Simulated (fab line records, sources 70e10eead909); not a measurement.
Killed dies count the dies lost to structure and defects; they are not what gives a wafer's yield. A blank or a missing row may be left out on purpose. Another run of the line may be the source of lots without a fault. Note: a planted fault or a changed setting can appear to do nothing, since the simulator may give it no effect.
Chamber matching :: flow nand_harc :: ald_hk-02 running NHARC_A_CHANNEL_FILL_D2_ALD_25: 3 sister chambers
The step deposits SiOx, target thk 60 nm, pulse time 10 s, ald cycles 600. 3 wafers are shown with their chamber, then 5 later ones without.

WAFERS WITH THEIR CHAMBER
wafer: L089.4
chamber: 1
heater_power_outer_w (W): 281

wafer: L090.2
chamber: 2
heater_power_outer_w (W): 245

wafer: L090.3
chamber: 0
heater_power_outer_w (W): 279

WAFERS WITH NO CHAMBER GIVEN
wafer: L090.6
heater_power_outer_w (W): 247

wafer: L092.1
heater_power_outer_w (W): 292

wafer: L092.5
heater_power_outer_w (W): 277

wafer: L097.2
heater_power_outer_w (W): 276

wafer: L097.3
heater_power_outer_w (W): 282

CHAMBER TAKEN BY EACH
wafer: L090.6
from the rows above: 2
in truth: 2

wafer: L092.1
from the rows above: can't be placed: 1 or 0
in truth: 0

wafer: L092.5
from the rows above: can't be placed: 0 or 1
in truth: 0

wafer: L097.2
from the rows above: can't be placed: 0 or 1
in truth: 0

wafer: L097.3
from the rows above: can't be placed: 1 or 0
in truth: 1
1 of 5 placed correctly. Cannot be placed on the basis of these rows: 4; the candidates contain the true chamber in 4. Wrongly placed: 0.
How it was worked out, from the rows above alone: a wafer's distance from a chamber is the root of the sum, over the readings, of the square of ((its reading less the chamber's mean) divided by the reading's scatter). If the next closest chamber is less than 2 further off than the closest, the wafer can't be placed; otherwise it belongs to the closest. For every chamber, the mean is computed from those of its wafers that are shown. The scatter: root of mean squared gap, hidden wafer to nearest shown wafer, with one shown wafer a chamber.
